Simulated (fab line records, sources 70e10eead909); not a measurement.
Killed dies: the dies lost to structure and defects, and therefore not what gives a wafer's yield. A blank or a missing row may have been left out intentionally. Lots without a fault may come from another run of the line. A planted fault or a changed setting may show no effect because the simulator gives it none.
Comparing a struck lot with a sound one    flow nand harc    27 out of 1302 route steps
Sound: wafers L752.1, L752.2, L752.4. Struck: wafers L762.2, L762.5, L762.6. Last of all comes the cause.
Per side, at each step with rows, come the tool, then ch with its chambers, and then its first start. Under that, the readings that differ: sound wafers    struck wafers    difference of the means    sigmas: that difference in standard deviations of wafers without a fault.
alike: readings with means less than 2 such deviations apart, plus words and numbers identical on both sides. not compared: withheld readings, readings lacking a value on some wafer, bounds such as >300 that could conceal the same value, and numbers that have no deviation in the record and whose values overlap.
A row with sigmas, a row that says differs or no value, or rows on one side alone: a step with any of these is where the two part. Numbers that have no deviation but don't overlap get no sigmas and don't part them. A reading missing from all wafers of one side parts the sides only when that side holds two or more wafers.

NHARC_P_ZERO_WELL_INSPECT_43:
  sound on defect inspect-01, day 2 23:40; struck on defect inspect-02, day 7 04:25
  alike: raw defect count
then, 11 steps without rows for these wafers: NHARC_P_STI_ETCH_26 (etches SiO2 in dHF, target depth 11 nm); NHARC_P_STI_PRECLEAN_27 (cleans in SC1); NHARC_P_STI_SRD_28; NHARC_P_STI_OXIDE_29 (material SiO2, target thk 10 nm, ox time 1362 s); NHARC_P_STI_HM_DEP_30 (deposits Si3N4, target thk 80 nm, time 873 s); NHARC_P_STI_DEHYDRATE_01 (time 120 s); NHARC_P_STI_HMDS_02 (time 30 s); NHARC_P_STI_COAT_41 (time 65 s); NHARC_P_STI_COAT_03 (resist thk 600 nm); NHARC_P_STI_SOFTBAKE_04 (time 70 s); NHARC_P_STI_EBR_05.
NHARC_P_STI_EXPOSE_06: exposes mask P STI, target cd 200 nm.
  sound on krf scanner-04 ch 0, day 3 17:59; struck on krf scanner-01 ch 0, day 7 19:47
reading  sound                    struck                            difference  sigmas
mask     P_STI#0 P_STI#0 P_STI#0  P_STI_R1#0 P_STI_R1#0 P_STI_R1#0  differs     
then, 2 steps without rows for these wafers: NHARC_P_STI_PEB_07 (peb time 80 s); NHARC_P_STI_DEVELOP_08 (time 50 s).
NHARC_P_STI_CD_MEAS_09 targets a cd of 200 nm.
  sound on cd sem-02 ch 0, day 3 18:08; struck on cd sem-03 ch 0, day 7 19:56
reading     sound              struck             difference  sigmas
cd nm (nm)  201.3 203.3 202.9  191.0 192.7 192.0  -10.6       -6
NHARC_P_STI_OVL_MEAS_10:
  sound on overlay-01, day 3 18:13; struck on overlay-01, day 7 20:02
reading            sound     struck  difference  sigmas
overlay y nm (nm)  -3 -3 -3  8 8 9   +11         +2
  alike: overlay x nm
NHARC_P_STI_INSPECT_11:
  sound on defect inspect-01, day 3 18:16; struck on defect inspect-02, day 7 20:04
reading           sound  struck  difference  sigmas
raw defect count  2 9 5  7 8 21  +7          +2
then, 1 step without rows for these wafers: NHARC_P_STI_HARDBAKE_13 (time 65 s).
NHARC_P_STI_DESCUM_14: chemistry O2, time 3 s.
  sound on rie diel-08 ch 0,1,3, day 3 18:23; struck on rie diel-06 ch 0,1,3, day 7 20:14
  alike: drypump motor current A, oes product au, rf vpp V, showerhead plenum p Torr, throttle valve pct
  not compared: rf hours counter h, model.P_STI.cd nm
NHARC_P_STI_ETCH_42: etches the open film in N2/H2, target depth 80 nm, overetch 24 nm, time 61 s.
  sound on rie diel-08 ch 0,1,3, day 3 18:29; struck on rie diel-06 ch 0,1,3, day 7 20:18
  alike: drypump motor current A, n2 flow sccm, oes product au, rf vpp V, showerhead plenum p Torr, throttle valve pct
  not compared: rf hours counter h
NHARC_P_STI_ETCH_31: etches the open film in CF4/CHF3, target depth 108.9 nm, time 54.5 s.
  sound: rie diel-08 ch 0,2,3; struck: rie diel-06 ch 1,2,3
reading                sound              struck             difference  sigmas
oes product au (a.u.)  0.962 0.963 0.985  0.921 0.927 0.929  -0.044      -2
  alike: cf4 flow sccm, chf3 flow sccm, drypump motor current A, rf vpp V, showerhead plenum p Torr, throttle valve pct
  not compared: rf hours counter h
NHARC_P_STI_ETCH_15: etches the open film in HBr/Cl2, target depth 300 nm, time 100.1 s.
  sound on rie si-02 ch 0,1,2, day 3 18:40; struck on rie si-06 ch 0,2, day 7 20:29
reading                 sound                 struck                difference  sigmas
throttle valve pct (%)  26.390 26.397 26.391  26.411 26.417 26.409  +0.020      +2
model.P_STI.cd nm (nm)  202.5 203.4 203.5     191.2 191.8 191.6     -11.6       
  alike: drypump motor current A, he backside leak sccm, oes product au
  not compared: rf hours counter h
NHARC_P_STI_CD_MEAS_16:
  sound on cd sem-01, day 3 18:50; struck on cd sem-01, day 7 20:40
reading     sound              struck             difference  sigmas
cd nm (nm)  202.4 203.3 203.9  191.1 191.7 191.3  -11.8       -6
NHARC_P_STI_OCD_MEAS_17:
  sound on ocd-02, day 3 18:55; struck on ocd-02, day 7 20:46
reading                 sound              struck             difference  sigmas
trench foot cd nm (nm)  158.9 161.6 161.2  149.0 150.0 150.2  -10.8       -6
  alike: trench depth nm
then, 1 step without rows for these wafers: NHARC_P_STI_STRIP_19 (strips in SPM, time 900 s).
-- record jumps: 22 days between struck wafers' starts before vs after; left off in module P_STI, resumes in module END, first step shown is number 1302 of the route --
NHARC_END_SORT_01:
  the record has rows for the struck wafers here (prober-02 ch 0, day 29 10:46) and none for the sound ones

== WHERE THEY PART ==
Last at NHARC_END_SORT_01 as far as this record goes, first at NHARC_P_STI_EXPOSE_06.

WHY: the cause the simulator had injected
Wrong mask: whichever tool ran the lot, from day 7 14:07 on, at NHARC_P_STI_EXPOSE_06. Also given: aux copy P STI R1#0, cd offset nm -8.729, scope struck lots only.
